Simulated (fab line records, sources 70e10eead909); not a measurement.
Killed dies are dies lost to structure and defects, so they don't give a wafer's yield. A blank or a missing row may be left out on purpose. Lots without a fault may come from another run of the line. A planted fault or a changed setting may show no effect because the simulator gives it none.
Which tool did it? | flow nand_harc | 7 lots, 21 wafers sampled, at 2 steps of a route of 1159

WHAT THE GAUGES READ, wafer by wafer
NHARC_A_ONON_D1_THK_MEAS_08: measures by ellipsometry.
lot  | measured     | on            | thk_nm (nm)
L661 | day 8 02:21  | film_metro-01 | 1009 1008 1010
L666 | day 8 17:53  | film_metro-01 | 1011 1011 1012
L667 | day 9 06:16  | film_metro-01 | 996 996 995
L671 | day 10 06:46 | film_metro-01 | 1021 1021 1022
L674 | day 10 19:36 | film_metro-02 | 1005 1005 1004
L676 | day 11 15:01 | film_metro-02 | 652 651 651
L682 | day 13 02:01 | film_metro-02 | 994 994 993

WHICH TOOL RAN EACH LOT (tool, then ch and the chambers of the sampled wafers, then the start)
lot  | NHARC_A_ONON_D1_DEP_06
L661 | pecvd_onon-02 ch 0, day 8 01:53
L666 | pecvd_onon-01 ch 0, day 8 17:26
L667 | pecvd_onon-02 ch 0, day 9 05:47
L671 | pecvd_onon-01 ch 0, day 10 06:19
L674 | pecvd_onon-02 ch 0, day 10 19:08
L676 | pecvd_onon-03 ch 0, day 11 14:33
L682 | pecvd_onon-01 ch 0, day 13 01:37
- NHARC_A_ONON_D1_DEP_06: target thk 1000 nm.

THE ANSWER, worked out from the rows above alone
Rule: what is usual is taken from the lots themselves. Put in order of their means at a reading, lots are off if they are a third of the lots or fewer, leave a main group of 4 or more, and stand apart from it by a gap of 3 or more times the standard deviation of the main group's means; of several such gaps the widest counts. A main group whose means are all the same, to the digits that the tables above print for the reading, isn't used. A lot without any number at a reading at which 4 lots or more have one is off too. The other lots that the step has rows for count as sound.
Off: L676, at NHARC_A_ONON_D1_THK_MEAS_08 (thk_nm). The main group: mean 1006 nm, standard deviation 9.4.
A tool fits if, at a process step before that reading, it ran every lot that is off, and no sound lot after the first of them. The gauges at NHARC_A_ONON_D1_THK_MEAS_08 are tried like those tools. One fits: pecvd_onon-03 at NHARC_A_ONON_D1_DEP_06. It ran no sound lot before its first lot that is off in this sample, so the start can't be narrowed down.

WHAT THE SIMULATOR HAD PUT IN
Process parameter drift: pecvd_onon-03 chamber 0, from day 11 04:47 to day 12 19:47, at NHARC_A_ONON_D1_DEP_06. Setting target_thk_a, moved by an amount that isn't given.
Lots struck among those shown: L676. The rule above found the same.
